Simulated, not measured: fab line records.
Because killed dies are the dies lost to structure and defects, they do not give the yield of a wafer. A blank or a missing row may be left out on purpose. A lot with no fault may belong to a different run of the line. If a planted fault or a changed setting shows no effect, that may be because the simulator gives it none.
fab line records | flow n5-finfet
record: lots: 8 wafers: 24 last-day: 18
route steps=1938 shown BEOL_M4@1111 BEOL_M6@1208 PASSIVATION@1936
lots with no fault: from the same line, run without faults
start-h: hours from the record's first day to the start of the lot's first wafer shown | wait-h: how many hours have passed since the lot's step before this one | " identical to the entry in the row above | L1.1+2: a row that stands for several wafers | - value missing, or start not given | * or withheld: withheld | < > ~ a bound
route shown NAME@n: a module of which the file shows steps, and the number in the route of the first | usual: the fault-free wafers' mean and standard deviation | same: alike in all rows | chamber/n: place in a boat | sites: per-site readings | _std_site: how widely they spread, as a standard deviation | _edge_site: outer sites' mean less inner sites' | radius-mm: for every site, how far away it sits from the centre of the wafer | mask NAME#n: copy n | behind: the last tool/chamber to shape the wafer | hold: what put the lot on hold/how long, in hours/how the hold closed | device: the n, p or np transistor that did not switch | end of line: at the end of the route, the tests of the same wafers | a step without rows: its recipe alone | killed: at the first sort, the dies lost to defects and structure; wafer yield is something else | map: a wafer's dies, x killed, . not, _ none there
set.NAME: the run value of the setting; set.NAME@STEP: its run value at that earlier step | model.NAME: the simulator's own value behind a step, which no gauge read
one table for each step of the route and one row for each wafer, over a sample of lots
services: from which hour (start-h, from the record's first day; less than 0 if before it) a tool's chamber was out of use, for how many hours, and why
== steps ==
step: N5_BEOL_M4_RC_MEAS_101
usual: DIBL_N: 36.3/1.8 DIBL_P: 36.5/2.1 IOFF_N: 0.16/0.031 IOFF_P: 0.22/0.038 ION_N: 677/12 ION_P: 466/7.8 SS_N: 71.5/0.61 SS_P: 73.2/0.7 VT_N: 249/3 VT_P: -248.9/3
columns lot.wafer tool chamber start-h wait-h DIBL_N[mV/V] DIBL_P[mV/V] IOFF_N[nA/um] IOFF_P[nA/um] ION_N[uA/um] ION_P[uA/um] SS_N[mV/dec] SS_P[mV/dec] VT_N[mV] VT_P[mV]
L318.2 prober-02 0 185.80 0.2 32.9 32.6 0.10 0.14 663 462 70.6 72.1 254 -253.9
L318.3 " 0 " " 38.3 39.2 0.17 0.22 668 453 72.1 73.9 249 -248.2
L318.5 " 0 " " 37.4 38.4 0.18 0.21 686 469 71.9 72.8 249 -249.4
L325.1 prober-02 0 226.11 0.0 36.3 36.3 0.14 0.18 665 455 71.3 73.1 252 -255.5
L325.5 " 0 " " 34.8 34.0 0.12 0.15 664 455 71.0 72.9 256 -258.4
L325.6 " 0 " " 38.2 39.1 0.18 0.22 693 465 70.9 74.1 249 -252.0
L327.1 prober-01 0 236.79 0.0 39.5 38.0 0.17 0.22 673 458 72.5 74.0 249 -249.8
L327.3 " 0 " " 37.6 36.5 0.16 0.22 673 468 71.8 72.9 250 -250.6
L327.6 " 0 " " 40.1 38.6 0.18 0.23 686 466 72.8 74.0 250 -247.5
L328.1 prober-02 0 248.72 0.0 35.6 34.6 0.15 0.21 664 460 70.8 72.6 251 -247.7
L328.3 " 0 " " 35.2 34.5 0.15 0.21 675 466 70.6 73.3 250 -248.2
L328.6 " 0 " " 36.9 36.5 0.18 0.25 675 463 71.5 73.8 248 -245.0
L331.1 prober-02 0 267.05 0.0 36.2 36.2 0.15 0.23 666 464 71.3 73.1 252 -248.3
L331.3 " 0 " " 35.5 36.1 0.15 0.22 679 474 71.7 73.5 247 -250.4
L331.6 " 0 " " 39.4 40.5 0.21 0.32 687 479 71.9 73.8 244 -243.2
L333.2 prober-01 0 267.33 0.2 36.0 35.1 0.14 0.21 665 461 70.5 71.8 251 -251.0
L333.4 " 0 " " 35.6 34.4 0.13 0.20 664 459 71.0 72.4 253 -252.6
L333.6 " 0 " " 37.9 37.3 0.18 0.24 685 462 71.1 73.0 249 -247.0
L332.1 prober-02 0 278.13 0.0 35.1 36.2 0.16 0.21 657 455 71.8 73.9 251 -250.5
L332.3 " 0 " " 34.8 35.9 0.16 0.21 670 459 70.6 72.9 250 -249.4
L332.5 " 0 " " 37.0 38.6 0.20 0.26 687 471 71.7 72.8 246 -247.5
L340.4 prober-01 0 313.39 0.5 34.1 35.5 0.14 0.20 680 469 71.8 72.6 250 -250.0
L340.5 " 0 " " 34.1 34.8 0.14 0.19 661 457 71.4 72.4 249 -249.1
L340.6 " 0 " " 38.3 40.8 0.23 0.31 698 477 71.7 73.5 245 -246.5
step: N5_BEOL_M6_OVL_MEAS_12
recipe: points-per-wafer: 44
usual: M6_OVL: 0.4/0.72
same: points-per-wafer: 44
columns lot.wafer tool chamber start-h wait-h M6_OVL[nm]
L318.2 overlay-02 0 200.10 0.0 -0.9
L318.3 " 0 " " 0.6
L318.5 " 0 " " 0.8
L325.1 overlay-02 0 244.14 0.0 1.1
L325.5 " 0 " " 1.3
L325.6 " 0 " " 1.1
L327.1 overlay-01 0 252.83 0.0 0.0
L327.3 " 0 " " -0.5
L327.6 " 0 " " 0.9
L328.1 overlay-01 0 263.66 0.0 0.3
L328.3 " 0 " " 0.4
L328.6 " 0 " " 0.7
L333.2 overlay-01 0 280.88 0.0 1.2
L333.4 " 0 " " 1.4
L333.6 " 0 " " 1.4
L331.1 overlay-02 0 287.93 0.0 0.4
L331.3 " 0 " " -0.5
L331.6 " 0 " " -0.1
L332.1 overlay-02 0 293.78 0.0 0.6
L332.3 " 0 " " 0.6
L332.5 " 0 " " 1.3
L340.4 overlay-01 0 330.95 0.0 -0.5
L340.5 " 0 " " 0.8
L340.6 " 0 " " -0.5
step: N5_BEOL_M6_STRIP_67
recipe: chemistry: CF4 resist: SiARC power-w: 300 bias-power-w: 75 pressure-mtorr: 50 cf4-flow-sccm: 150 rf-frequency-hz: 6e+07
usual: drypump-motor-current-A: 6.0/0.52 oes-product-au: 0.79/0.09 rf-vpp-V: 271.9/1.6 showerhead-plenum-p-Torr: 1.83/0.065 throttle-valve-pct: 13.52/0.21
columns lot.wafer tool chamber start-h wait-h drypump-motor-current-A oes-product-au rf-hours-counter-h rf-vpp-V showerhead-plenum-p-Torr throttle-valve-pct
L318.2 rie-diel-05 2 200.39 0.0 5.6 0.71 194 273.8 1.85 13.80
L318.3 " 3 " " 6.2 0.70 241 269.4 1.70 13.66
L318.5 " 1 " " 6.5 0.71 - 272.1 1.77 13.35
L325.1 rie-diel-01 2 244.43 0.0 4.9 0.70 214 270.0 1.71 13.66
L325.5 " 0 " " 6.8 0.73 - 272.2 1.79 13.75
L325.6 " 1 " " 6.1 0.79 - 272.0 1.87 13.54
L327.1 rie-diel-02 1 253.53 0.0 6.5 0.88 45 273.0 1.91 13.29
L327.3 " 2 " " 5.7 0.78 111 271.3 1.80 13.52
L327.6 " 2 " " 5.7 0.78 - 272.0 1.80 13.55
L328.1 rie-diel-05 0 263.96 0.0 5.6 0.95 16 272.1 1.84 13.46
L328.3 " 1 " " 6.5 0.68 238 269.2 1.76 13.39
L328.6 " 2 " " 5.5 0.71 - 272.5 1.84 13.81
L333.2 rie-diel-02 3 281.18 0.0 6.0 0.87 65 274.0 1.90 13.63
L333.4 " 1 " " 6.5 0.86 55 272.7 1.90 13.32
L333.6 " 3 " " 6.0 0.85 - 273.3 1.90 13.65
L331.1 rie-diel-05 0 288.49 0.0 5.6 0.93 25 271.9 1.84 13.48
L331.3 " 2 " " 5.6 0.69 224 271.5 1.84 13.86
L331.6 " 0 " " 5.6 0.93 - 273.2 1.84 13.47
L332.1 rie-diel-01 2 294.07 0.0 4.9 0.69 229 268.9 1.70 13.69
L332.3 " 1 " " 6.1 0.77 134 271.8 1.87 13.56
L332.5 " 1 " " 6.1 0.78 - 272.8 1.87 13.58
L340.4 rie-diel-02 1 331.58 0.0 6.5 0.84 - 273.4 1.90 13.35
L340.5 " 2 " " 5.7 0.75 - 271.3 1.79 13.60
L340.6 " 1 " " 6.5 0.83 - 272.0 1.90 13.35
step: N5_BEOL_M6_HM_OPEN_17
recipe: chemistry: Cl2/BCl3 target-depth-a: 200 overetch-a: 60 target: TiN mask-material: SOC ion-energy-ev: 150 pressure-mtorr: 10 icp-w: 1000 bias-w: 126 Cl2_flow_sccm: 53.25 bcl3-flow-sccm: 21.75 Ar_flow_sccm: 25
usual: drypump-motor-current-A: 5.6/0.38 mfc-ar-sccm: 25.01/0.08 oes-product-au: 0.67/0.071 rf-fwd-power-W: 994/3.4 throttle-valve-pct: 22.03/0.19
columns lot.wafer tool chamber start-h wait-h drypump-motor-current-A mfc-ar-sccm oes-product-au rf-fwd-power-W rf-hours-counter-h throttle-valve-pct
L318.2 rie-metal-01 0 200.43 0.0 5.9 25.08 0.65 996 40 21.65
L318.3 " 1 " " 5.8 25.08 0.58 992 - 22.01
L318.5 " 1 " " 5.8 25.05 0.58 987 - 22.02
L325.1 rie-metal-02 0 244.47 0.0 5.2 25.09 0.76 992 7 22.03
L325.5 " 1 " " 5.5 25.05 0.72 990 - 22.20
L325.6 " 0 " " 5.2 24.97 0.77 989 - 22.01
L327.1 rie-metal-03 1 253.58 0.0 4.9 24.89 0.75 998 16 22.21
L327.3 " 1 " " 4.9 24.85 0.75 998 - 22.21
L327.6 " 0 " " 6.0 25.05 0.61 990 - 22.16
L328.1 rie-metal-01 1 264.00 0.0 5.8 24.97 0.58 993 99 22.00
L328.3 " 0 " " 5.9 24.98 0.65 994 - 21.66
L328.6 " 0 " " 5.9 25.19 0.65 995 - 21.65
L333.2 rie-metal-01 1 281.22 0.0 5.9 25.00 0.56 989 101 22.03
L333.4 " 0 " " 5.8 24.94 0.64 999 - 21.68
L333.6 " 1 " " 5.9 25.00 0.57 994 - 22.04
L331.1 rie-metal-03 0 288.55 0.1 6.0 25.04 0.60 995 78 22.17
L331.3 " 1 " " 4.9 25.11 0.74 999 - 22.23
L331.6 " 1 " " 4.9 24.97 0.74 1005 - 22.21
L332.1 rie-metal-02 0 294.12 0.0 5.2 25.01 0.74 996 11 22.04
L332.3 " 1 " " 5.6 24.98 0.70 993 - 22.18
L332.5 " 1 " " 5.5 25.16 0.70 997 - 22.18
L340.4 rie-metal-01 0 331.65 0.1 5.9 25.10 0.63 992 - 21.68
L340.5 " 1 " " 5.8 25.06 0.57 992 - 22.04
L340.6 " 0 " " 5.9 25.01 0.63 997 - 21.68
step: N5_BEOL_M6_ETCH_65
recipe: chemistry: CF4 target: SiARC target-depth-a: 156 mask-material: CAR-EUV time-s: 26 ion-energy-ev: 80 pressure-mtorr: 40 source-w: 545 bias-w: 36 Ar_flow_sccm: 100 cf4-flow-sccm: 100 ends: cleared
usual: bias-w: 36.00/0.11 cf4-flow-sccm: 100.0/0.31 drypump-motor-current-A: 6.0/0.52 etch-rf-on-time-s: 25.9/0.59 mfc-ar-sccm: 100.0/0.33 oes-product-au: 0.68/0.079 rf-fwd-power-W: 532.7/2.6 rf-vpp-V: 184.6/1.1 showerhead-plenum-p-Torr: 2.19/0.074 throttle-valve-pct: 15.54/0.18
columns lot.wafer tool chamber start-h wait-h bias-w cf4-flow-sccm drypump-motor-current-A etch-rf-on-time-s mfc-ar-sccm oes-product-au rf-fwd-power-W rf-hours-counter-h rf-vpp-V showerhead-plenum-p-Torr throttle-valve-pct
L318.2 rie-diel-01 1 202.17 0.0 35.97 100.0 6.1 25.4 99.7 0.70 530.6 101 185.0 2.24 15.55
L318.3 " 2 " " 36.02 99.6 4.9 26.6 99.5 0.59 532.8 201 182.9 2.04 15.63
L318.5 " 1 " " 35.97 99.6 6.1 25.4 99.6 0.70 529.8 - 186.2 2.24 15.57
L325.1 rie-diel-05 1 245.33 0.0 35.91 99.5 6.5 26.3 100.2 0.59 535.0 229 184.4 2.10 15.34
L325.5 " 2 " " 35.90 100.0 5.6 26.6 99.5 0.59 531.6 - 184.6 2.21 15.87
L325.6 " 0 " " 35.95 100.4 5.6 25.8 100.1 0.83 531.2 - 184.9 2.20 15.53
L327.1 rie-diel-02 1 255.85 0.0 35.92 99.7 6.5 25.8 100.5 0.75 536.7 46 185.4 2.27 15.29
L327.3 " 2 " " 36.07 100.0 5.6 25.4 100.4 0.67 529.1 112 184.1 2.14 15.56
L327.6 " 0 " " 36.24 99.7 6.2 25.8 100.0 0.58 533.0 - 185.3 2.20 15.47
L328.1 rie-diel-05 1 266.45 0.0 35.96 100.4 6.5 26.4 99.7 0.58 533.2 238 183.9 2.10 15.38
L328.3 " 2 " " 36.11 99.4 5.5 26.9 100.0 0.58 533.1 216 185.6 2.21 15.87
L328.6 " 3 " " 36.04 100.0 6.2 25.4 99.8 0.83 532.9 - 185.5 2.28 15.23
L333.2 rie-diel-02 3 283.49 0.0 - - - - - - - - - - -
L333.4 " 1 " " - - - - - - - - - - -
L333.6 " 2 " " - - - - - - - - - - -
L331.1 rie-diel-02 0 289.55 0.0 - - - - - - - - - - -
L331.3 " 3 " " - - - - - - - - - - -
L331.6 " 0 " " - - - - - - - - - - -
L332.1 rie-diel-05 2 294.93 0.0 - - - - - - - - - - -
L332.3 " 0 " " - - - - - - - - - - -
L332.5 " 3 " " - - - - - - - - - - -
L340.4 rie-diel-01 3 333.77 0.0 35.76 100.2 5.1 25.5 100.3 0.68 530.1 106 183.2 2.09 15.48
L340.5 " 3 " " 35.95 100.2 5.1 25.6 100.3 0.68 531.9 - 183.4 2.09 15.48
L340.6 " 2 " " 36.10 100.1 4.9 26.9 99.7 0.57 533.8 - 183.1 2.03 15.71
step: N5_BEOL_M6_ETCH_66
recipe: chemistry: N2/H2 target: SOC target-depth-a: 800 overetch-a: 160 mask-material: SiARC temp-c: 40 time-s: 120 ion-energy-ev: 200 pressure-mtorr: 30 source-w: 840 bias-w: 150 n2-flow-sccm: 200 h2-flow-sccm: 200
usual: bias-w: 150.0/0.41 chamber-pressure-mTorr: 30.002/0.024 drypump-motor-current-A: 6.0/0.52 oes-product-au: 0.60/0.067 rf-fwd-power-W: 836/3.1 rf-vpp-V: 525.4/2.6 showerhead-plenum-p-Torr: 2.60/0.087 throttle-valve-pct: 17.73/0.21
same: time-s: 120
columns lot.wafer tool chamber start-h wait-h bias-w chamber-pressure-mTorr drypump-motor-current-A oes-product-au rf-fwd-power-W rf-hours-counter-h rf-vpp-V showerhead-plenum-p-Torr throttle-valve-pct
L318.2 rie-diel-01 1 202.19 0.0 149.9 30.026 6.2 0.62 834 101 528.0 2.68 17.90
L318.3 " 2 " " 150.0 29.969 4.9 0.54 833 201 520.3 2.43 17.91
L318.5 " 1 " " 150.3 30.028 6.2 0.62 839 - 526.8 2.68 17.89
L325.1 rie-diel-05 1 245.36 0.0 149.2 29.992 6.5 0.53 836 229 521.8 2.52 17.56
L325.5 " 2 " " 150.1 30.012 5.6 0.53 835 - 526.2 2.62 18.13
L325.6 " 0 " " 150.0 30.003 5.6 0.74 838 - 525.4 2.59 17.67
L327.1 rie-diel-02 1 255.88 0.0 150.3 30.020 6.5 0.67 838 46 528.5 2.70 17.47
L327.3 " 2 " " 150.2 30.034 5.7 0.60 836 112 523.7 2.57 18.03
L327.6 " 0 " " 149.9 30.015 6.3 0.53 833 - 526.6 2.61 17.56
L328.1 rie-diel-05 1 266.48 0.0 149.9 30.004 6.5 0.52 834 238 522.0 2.52 17.60
L328.3 " 2 " " 150.4 30.009 5.6 0.54 836 216 526.2 2.62 18.12
L328.6 " 3 " " 150.3 29.997 6.2 0.73 842 - 528.7 2.71 17.46
L333.2 rie-diel-02 3 283.52 0.0 150.2 30.003 6.0 0.32 836 66 528.5 2.68 17.69
L333.4 " 1 " " 149.8 29.989 6.5 0.33 832 56 527.1 2.69 17.45
L333.6 " 2 " " 149.7 30.000 5.7 0.29 836 - 523.7 2.57 17.98
L331.1 rie-diel-02 0 289.58 0.0 150.4 29.950 6.2 0.25 839 241 525.4 2.60 17.53
L331.3 " 3 " " 149.7 30.019 6.0 0.32 835 68 527.7 2.68 17.68
L331.6 " 0 " " 150.3 30.049 6.3 0.26 842 - 525.2 2.60 17.54
L332.1 rie-diel-05 2 294.96 0.0 148.8 29.992 5.6 0.26 833 226 525.9 2.62 18.10
L332.3 " 0 " " 150.1 30.015 5.6 0.34 833 28 525.3 2.58 17.64
L332.5 " 3 " " 149.5 29.980 6.2 0.35 838 - 528.0 2.70 17.45
L340.4 rie-diel-01 3 333.80 0.0 150.1 29.984 5.1 0.60 836 106 521.8 2.46 17.57
L340.5 " 3 " " 150.0 30.054 5.1 0.60 834 - 522.2 2.46 17.57
L340.6 " 2 " " 150.9 29.997 4.9 0.52 839 - 520.1 2.41 18.00
step: N5_PASSIVATION_PROBE_49
usual: defect-limited-yield: 91.2/1.5 killed_at_M0_to_M3: 33/9.6 killed_at_M4_up: 14/5.6 killed-at-contacts: 14/5.5 killed-at-front-end: 40/13 killed-at-other: 4/3 killed-dies: 104/17 killed-on-rim: 14/4.3 killed-open: 68/13 killed-short: 33/7.2 sort_bin_5_function: 5.2/0.95 sort_bin_6_memory: 3.3/0.62 sort-n-pass: 1076/17 sort-yield-pct: 91.2/1.5
same: gross-dies: 1180 killed-at-back-side: 0 sort_bin_4_leakage[%]: 0 sort_bin_8_speed[%]: 0
columns lot.wafer tool chamber start-h wait-h defect-limited-yield[%] killed_at_M0_to_M3 killed_at_M4_up killed-at-contacts killed-at-front-end killed-at-other killed-dies killed-on-rim killed-open killed-short sort_bin_5_function[%] sort_bin_6_memory[%] sort-n-pass sort-yield-pct[%]
L327.1 prober-02 - 341.92 0.0 91.4 20 5 20 54 2 101 17 69 29 4.4 3.6 1079 91.4
L327.3 prober-02 - 342.02 0.1 89.7 29 12 17 58 5 121 17 81 32 5.9 3.8 1059 89.7
L327.6 prober-02 - 342.17 0.3 90.8 35 13 15 45 1 109 17 71 29 5.9 2.8 1071 90.8
L328.1 prober-01 - 360.24 0.0 92.7 27 11 15 30 3 86 11 58 28 3.7 3.5 1094 92.7
L328.3 prober-01 - 360.34 0.1 91.3 40 13 13 28 9 103 17 73 28 4.7 3.6 1077 91.3
L328.6 prober-01 - 360.49 0.3 92.8 22 14 21 24 4 85 16 63 20 4.5 2.6 1095 92.8
L333.2 prober-02 - 366.86 0.1 0 25 1107 16 29 3 1180 152 65 17 96.5 3.3 0 0
L333.4 prober-02 - 366.96 0.2 0 35 1087 10 42 6 1180 152 60 43 96.2 3.7 0 0
L333.6 prober-02 - 367.06 0.3 0 14 1121 16 27 2 1180 152 40 30 97.2 2.5 0 0
L331.1 prober-02 - 386.41 0.0 0 31 1090 16 41 2 1180 152 59 38 96.6 2.9 0 0
L331.3 prober-02 - 386.51 0.1 0 17 1117 13 30 3 1180 152 49 23 97.5 2.5 0 0
L331.6 prober-02 - 386.66 0.3 0 31 1096 8 39 6 1180 152 63 32 96.2 3.4 0 0
L332.1 prober-01 - 387.20 0.0 0 38 1076 23 34 9 1180 152 86 34 95.3 4.2 0 0
L332.3 prober-01 - 387.30 0.1 0 54 1081 17 26 2 1180 152 69 36 96.8 3.0 0 0
L332.5 prober-01 - 387.40 0.2 0 43 1070 19 41 7 1180 152 74 45 95.7 4.2 0 0
L340.4 prober-01 - 429.20 0.2 93.9 29 10 11 17 5 72 7 41 31 3.5 2.5 1108 93.9
L340.5 prober-01 - 429.25 0.2 91.9 40 12 11 23 9 95 11 53 40 5.3 2.3 1085 91.9
L340.6 prober-01 - 429.30 0.3 93.0 37 6 7 31 2 83 14 57 24 4.1 2.5 1097 93.0
killed by level:class
L327.1 MOL_CONTACT_COAG:geometric-particle:open=17 STI_FIN_REVEAL:geometric-particle:open=14 FIN_SAQP:geometric-particle:short=7 FIN_SAQP:geometric-particle:open=6 DUMMY_GATE:geometric-particle:open=6 GATE_CUT:geometric-particle:short=6 BEOL_M1:geometric-particle:open=6 BEOL_M0_SAQP:geometric-particle:open=5
L327.3 FIN_SAQP:geometric-particle:open=17 MOL_CONTACT_COAG:geometric-particle:open=13 BEOL_M1:geometric-particle:open=11 DUMMY_GATE:geometric-particle:open=8 STI_FIN_REVEAL:geometric-particle:open=6 DUMMY_GATE:geometric-particle:short=5 BEOL_M0_SAQP:geometric-particle:short=5 MOL_CONTACT_COAG:geometric-particle:short=4
L327.6 FIN_SAQP:geometric-particle:open=14 BEOL_M0_SAQP:geometric-particle:open=13 MOL_CONTACT_COAG:geometric-particle:open=11 BEOL_M1:geometric-particle:open=8 BEOL_M0_SAQP:geometric-particle:short=6 STARTING-WAFER:geometric-particle:open=5 FIN_SAQP:geometric-particle:short=4 BEOL_M1:geometric-particle:short=4
L328.1 MOL_CONTACT_COAG:geometric-particle:open=12 BEOL_M1:geometric-particle:open=10 STI_FIN_REVEAL:geometric-particle:open=7 FIN_SAQP:geometric-particle:open=6 BEOL_M2:geometric-particle:open=5 BEOL_M3:geometric-particle:open=5 FIN_SAQP:geometric-particle:short=4 BEOL_M2:geometric-particle:short=4
L328.3 MOL_CONTACT_COAG:geometric-particle:open=12 BEOL_M2:geometric-particle:open=12 BEOL_M1:geometric-particle:open=10 BEOL_M1:geometric-particle:short=6 DUMMY_GATE:geometric-particle:open=5 STARTING-WAFER:geometric-particle:open=5 FIN_SAQP:geometric-particle:open=4 GATE_CUT:geometric-particle:short=4
L328.6 MOL_CONTACT_COAG:geometric-particle:open=17 BEOL_M4:geometric-particle:open=7 FIN_SAQP:geometric-particle:open=6 BEOL_M1:geometric-particle:open=6 DUMMY_GATE:geometric-particle:open=4 BEOL_M3:geometric-particle:open=4 MOL_CONTACT_COAG:geometric-particle:short=4 BEOL_M2:geometric-particle:open=4
L333.2 BEOL_M6:area-etch=1096 MOL_CONTACT_COAG:geometric-particle:open=16 STI_FIN_REVEAL:geometric-particle:open=9 BEOL_M0_SAQP:geometric-particle:open=6 BEOL_M3:geometric-particle:open=6 BEOL_M0_SAQP:geometric-particle:short=5 BEOL_M2:geometric-particle:open=4 FIN_SAQP:geometric-particle:open=3
L333.4 BEOL_M6:area-etch=1076 BEOL_M0_SAQP:geometric-particle:short=15 BEOL_M0_SAQP:geometric-particle:open=9 FIN_SAQP:geometric-particle:open=7 BEOL_M3:geometric-particle:open=7 GATE_CUT:geometric-particle:open=6 BEOL_M4:geometric-particle:open=6 MOL_CONTACT_COAG:geometric-particle:open=6
L333.6 BEOL_M6:area-etch=1108 MOL_CONTACT_COAG:geometric-particle:open=12 GATE_CUT:geometric-particle:short=5 DUMMY_GATE:geometric-particle:open=4 MOL_CONTACT_COAG:geometric-particle:short=4 BEOL_M10:geometric-particle:open=4 FIN_SAQP:geometric-particle:short=3 GATE_CUT:geometric-particle:open=3
L331.1 BEOL_M6:area-etch=1082 FIN_SAQP:geometric-particle:open=12 MOL_CONTACT_COAG:geometric-particle:open=9 FIN_SAQP:geometric-particle:short=8 STI_FIN_REVEAL:geometric-particle:open=7 MOL_CONTACT_COAG:geometric-particle:short=7 BEOL_M2:geometric-particle:open=7 BEOL_M2:geometric-particle:short=6
L331.3 BEOL_M6:area-etch=1108 MOL_CONTACT_COAG:geometric-particle:open=13 FIN_SAQP:geometric-particle:open=6 FIN_SAQP:geometric-particle:short=5 STI_FIN_REVEAL:geometric-particle:open=4 BEOL_M3:geometric-particle:short=4 DUMMY_GATE:geometric-particle:open=4 BEOL_M4:geometric-particle:open=4
L331.6 BEOL_M6:area-etch=1085 FIN_SAQP:geometric-particle:open=11 BEOL_M1:geometric-particle:open=8 STI_FIN_REVEAL:geometric-particle:open=7 MOL_CONTACT_COAG:geometric-particle:open=7 FIN_SAQP:geometric-particle:short=6 BEOL_M2:geometric-particle:open=6 BEOL_M4:geometric-particle:open=6
L332.1 BEOL_M6:area-etch=1059 MOL_CONTACT_COAG:geometric-particle:open=18 BEOL_M3:geometric-particle:open=14 FIN_SAQP:geometric-particle:open=13 BEOL_M1:geometric-particle:open=10 STI_FIN_REVEAL:geometric-particle:open=6 MOL_CONTACT_COAG:geometric-particle:short=5 BEOL_M1:geometric-particle:short=5
L332.3 BEOL_M6:area-etch=1072 BEOL_M1:geometric-particle:open=14 BEOL_M0_SAQP:geometric-particle:short=11 MOL_CONTACT_COAG:geometric-particle:open=11 BEOL_M3:geometric-particle:open=9 BEOL_M0_SAQP:geometric-particle:open=8 BEOL_M2:geometric-particle:open=7 MOL_CONTACT_COAG:geometric-particle:short=6
L332.5 BEOL_M6:area-etch=1061 MOL_CONTACT_COAG:geometric-particle:open=16 FIN_SAQP:geometric-particle:short=15 BEOL_M0_SAQP:geometric-particle:open=12 BEOL_M0_SAQP:geometric-particle:short=11 FIN_SAQP:geometric-particle:open=9 BEOL_M3:geometric-particle:open=6 BEOL_M2:geometric-particle:open=5
L340.4 BEOL_M0_SAQP:geometric-particle:open=8 BEOL_M0_SAQP:geometric-particle:short=6 MOL_CONTACT_COAG:geometric-particle:open=6 MOL_CONTACT_COAG:geometric-particle:short=5 BEOL_M2:geometric-particle:open=5 GATE_CUT:geometric-particle:short=3 BEOL_M0:geometric-particle:open=3 BEOL_M1:geometric-particle:open=3
L340.5 BEOL_M0_SAQP:geometric-particle:short=18 MOL_CONTACT_COAG:geometric-particle:open=7 BEOL_M2:geometric-particle:open=7 DUMMY_GATE:geometric-particle:open=5 BEOL_M0_SAQP:geometric-particle:open=5 BEOL_M4:geometric-particle:open=5 MIM_TOP_ETCH:geometric-particle:short=4 FIN_SAQP:geometric-particle:short=3
L340.6 FIN_SAQP:geometric-particle:open=11 BEOL_M0_SAQP:geometric-particle:open=9 BEOL_M1:geometric-particle:open=8 FIN_SAQP:geometric-particle:short=7 BEOL_M2:geometric-particle:open=7 MOL_CONTACT_COAG:geometric-particle:open=6 BEOL_M0_SAQP:geometric-particle:short=5 BEOL_M3:geometric-particle:open=4
== services ==
columns tool chamber start-h hours kind
rie-metal-02 1 198.71 15.0 repair
rie-diel-01 1 200.33 1.6 repair
rie-diel-05 0 203.00 - clean
rie-diel-05 0 203.00 - consumable-replace:focus-ring
rie-diel-05 0 203.00 22.6 scheduled-down
rie-diel-05 0 203.00 22.6 vent-cycle
rie-diel-05 3 226.02 - clean
rie-diel-05 3 226.02 - consumable-replace:focus-ring
rie-diel-05 3 226.02 - consumable-replace:showerhead
rie-diel-05 3 226.02 24.8 scheduled-down
rie-diel-05 3 226.02 24.8 vent-cycle
rie-metal-01 - 241.19 2.8 pm
rie-diel-05 2 248.35 14.3 repair
rie-diel-01 2 252.54 8.2 repair
rie-diel-05 1 297.02 - clean
rie-diel-05 1 297.02 - consumable-replace:focus-ring
rie-diel-05 1 297.02 22.1 scheduled-down
rie-diel-05 1 297.02 22.1 vent-cycle
rie-diel-02 2 306.72 4.8 repair
rie-diel-02 0 313.32 - clean
rie-diel-02 0 313.32 - consumable-replace:focus-ring
rie-diel-02 3 317.48 4.5 repair
rie-diel-02 3 329.20 11.3 repair
rie-diel-02 2 332.84 7.0 repair
== key ==
first-sign: step: N5_BEOL_M6_ETCH_65 reading: tool-record direction: missing
effect: step: N5_BEOL_M6_ETCH_66 reading: oes-product-au direction: down sigmas: 4.5 usual: 0.60 struck: 0.30
effect: step: N5_PASSIVATION_PROBE_49 reading: killed_at_M4_up direction: up sigmas: 99+ usual: 14 struck: 1094
more-kills-born-at: N5_BEOL_M6_ETCH_65@rie-diel-02: 6555 N5_BEOL_M6_ETCH_65@rie-diel-05: 3192
met-at N5_BEOL_M6_ETCH_65
struck-lots L331,L332,L333
later-rows-left-out L331.1,L331.3,L331.6,L332.1,L332.3,L332.5,L333.2,L333.4,L333.6
not-acting-at N5_BEOL_M6_OVL_MEAS_12,N5_BEOL_M6_STRIP_67,N5_BEOL_M6_HM_OPEN_17
onset-between 266.45 283.49
fault: kind: skipped-step-whole tool: rie-diel-02,rie-diel-05 chamber: - onset-h: 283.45 steps: N5_BEOL_M6_ETCH_65 scope: struck-lots-only
later-rows-left-out: the simulator's readings of these wafers behind a module that went badly wrong aren't trusted and aren't shown, but for the sort
